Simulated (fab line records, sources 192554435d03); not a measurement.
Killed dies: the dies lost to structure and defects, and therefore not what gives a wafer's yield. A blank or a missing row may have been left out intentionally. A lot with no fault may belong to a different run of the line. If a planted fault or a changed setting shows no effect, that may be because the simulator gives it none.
Matching of chambers | flow n5-finfet | 4 sister chambers for N5_MOL_CONTACT_COAG_VIA_ETCH_46 on rie-diel-06
The step etches SiO2 in C4F6/O2, target depth 46 nm, overetch 9.2 nm, time 40 s. 8 wafers are shown with their chamber, then 10 later ones without.

== WAFERS PAIRED WITH THEIR CHAMBERS ==
wafer  | chamber | rf-vpp-V (V) | drypump-motor-current-A (A)
L078.6 | 3       | 1551         | 5.6
L084.5 | 1       | 1553         | 5.3
L087.5 | 1       | 1552         | 5.3
L089.3 | 0       | 1589         | 5.5
L089.4 | 3       | 1551         | 5.6
L089.6 | 2       | 1623         | 4.6
L091.3 | 0       | 1589         | 5.4
L091.5 | 2       | 1624         | 4.6

== WAFERS WHOSE CHAMBER IS MISSING ==
wafer  | rf-vpp-V (V) | drypump-motor-current-A (A)
L091.6 | 1553         | 5.3
L095.3 | 1589         | 5.5
L095.5 | 1624         | 4.6
L095.6 | 1552         | 5.3
L096.1 | 1552         | 5.3
L096.5 | 1590         | 5.4
L096.6 | 1623         | 4.6
L097.4 | 1551         | 5.3
L097.5 | 1624         | 4.6
L097.6 | 1589         | 5.5

== WHICH CHAMBER EACH ONE RAN IN ==
wafer  | from the rows above | in truth
L091.6 | 1                   | 1
L095.3 | 0                   | 0
L095.5 | 2                   | 2
L095.6 | 1                   | 1
L096.1 | 1                   | 1
L096.5 | 0                   | 0
L096.6 | 2                   | 2
L097.4 | 1                   | 1
L097.5 | 2                   | 2
L097.6 | 0                   | 0
Placed correctly: 10 of 10. Left unplaced by these rows: 0. Wrongly placed: 0.
How it was worked out, from the rows above alone: a wafer's distance from a chamber is the root of the sum, over the readings, of the square of ((its reading less the chamber's mean) divided by the reading's scatter). If the next closest chamber is less than 2 further off than the closest, the wafer can't be placed; otherwise it belongs to the closest. The mean given for a chamber averages the wafers shown for that chamber. The scatter: the root of (the sum of the squares of (reading less its chamber's mean) over the shown wafers, divided by (wafers less chambers)).
